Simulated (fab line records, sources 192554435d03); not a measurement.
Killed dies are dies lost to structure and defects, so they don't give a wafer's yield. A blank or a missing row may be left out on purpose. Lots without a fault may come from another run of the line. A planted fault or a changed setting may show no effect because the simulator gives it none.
Chamber matching | flow n5_finfet | N5_BEOL_M8_DESCUM_33 on rie_diel-01: 4 sister chambers
The step chemistry O2, time 7 s. 22 wafers are shown with their chamber, then 11 later ones without.

WAFERS WITH THEIR CHAMBER
wafer  | chamber | showerhead_plenum_p_Torr (Torr) | drypump_motor_current_A (A) | throttle_valve_pct (%)
L076.2 | 1       | 2.05                            | 5.8                         | 20.44
L076.3 | 0       | 2.03                            | 5.7                         | 20.29
L076.5 | 3       | 2.23                            | 6.4                         | 20.73
L079.1 | 0       | 2.02                            | 5.6                         | 20.31
L079.2 | 2       | 2.02                            | 5.1                         | 20.06
L079.4 | 3       | 2.22                            | 6.4                         | 20.74
L081.2 | 3       | 2.22                            | 6.4                         | 20.76
L081.4 | 1       | 2.05                            | 5.8                         | 20.45
L081.6 | 1       | 2.05                            | 5.8                         | 20.47
L080.1 | 0       | 2.02                            | 5.6                         | 20.30
L080.3 | 3       | 2.22                            | 6.4                         | 20.74
L080.4 | 1       | 2.05                            | 5.8                         | 20.47
L084.2 | 2       | 2.02                            | 5.1                         | 20.08
L084.4 | 0       | 2.02                            | 5.6                         | 20.32
L084.5 | 0       | 2.02                            | 5.6                         | 20.33
L087.3 | 2       | 2.02                            | 5.1                         | 20.07
L087.4 | 0       | 2.02                            | 5.6                         | 20.34
L087.5 | 3       | 2.22                            | 6.5                         | 20.78
L089.1 | 2       | 2.02                            | 5.1                         | 20.09
L089.2 | 3       | 2.22                            | 6.5                         | 20.77
L089.4 | 1       | 2.04                            | 5.8                         | 20.47
L090.1 | 3       | 2.21                            | 6.5                         | 20.79

SIGNATURES (means of the wafers above)
reading                  | chamber 0 | chamber 1 | chamber 2 | chamber 3 | scatter within a chamber
showerhead_plenum_p_Torr | 2.0217    | 2.0480    | 2.0200    | 2.2200    | 0.00449
drypump_motor_current_A  | 5.617     | 5.800     | 5.100     | 6.443     | 0.0376
throttle_valve_pct       | 20.3150   | 20.4600   | 20.0750   | 20.7586   | 0.0185
Rule: a wafer's distance from a chamber is the root of the sum, over the readings, of the square of ((its reading less the chamber's mean) divided by the reading's scatter). The wafer belongs to the nearest chamber; if the next one is less than 2 further off, it can't be placed. The scatter: the root of (the sum of the squares of (reading less its chamber's mean) over the shown wafers, divided by (wafers less chambers)).

WAFERS WITHOUT THEIR CHAMBER
wafer  | showerhead_plenum_p_Torr (Torr) | drypump_motor_current_A (A) | throttle_valve_pct (%)
L090.4 | 2.04                            | 5.8                         | 20.49
L090.6 | 2.21                            | 6.4                         | 20.76
L091.1 | 2.21                            | 6.5                         | 20.79
L091.2 | 2.04                            | 5.8                         | 20.51
L091.4 | 2.21                            | 6.5                         | 20.79
L094.3 | 2.21                            | 6.5                         | 20.81
L094.4 | 2.01                            | 5.1                         | 20.12
L094.5 | 2.04                            | 5.8                         | 20.50
L096.1 | 2.01                            | 5.1                         | 20.11
L096.3 | 2.04                            | 5.9                         | 20.51
L096.4 | 2.01                            | 5.1                         | 20.12

WHICH CHAMBER EACH WENT THROUGH
wafer  | from the rows above | in truth
L090.4 | 1                   | 1
L090.6 | 3                   | 3
L091.1 | 3                   | 3
L091.2 | 1                   | 1
L091.4 | 3                   | 3
L094.3 | 3                   | 3
L094.4 | 2                   | 2
L094.5 | 1                   | 1
L096.1 | 2                   | 2
L096.3 | 1                   | 1
L096.4 | 2                   | 2
Placed correctly: 11 of 11. Can't be placed from these rows: 0. Placed wrongly: 0.
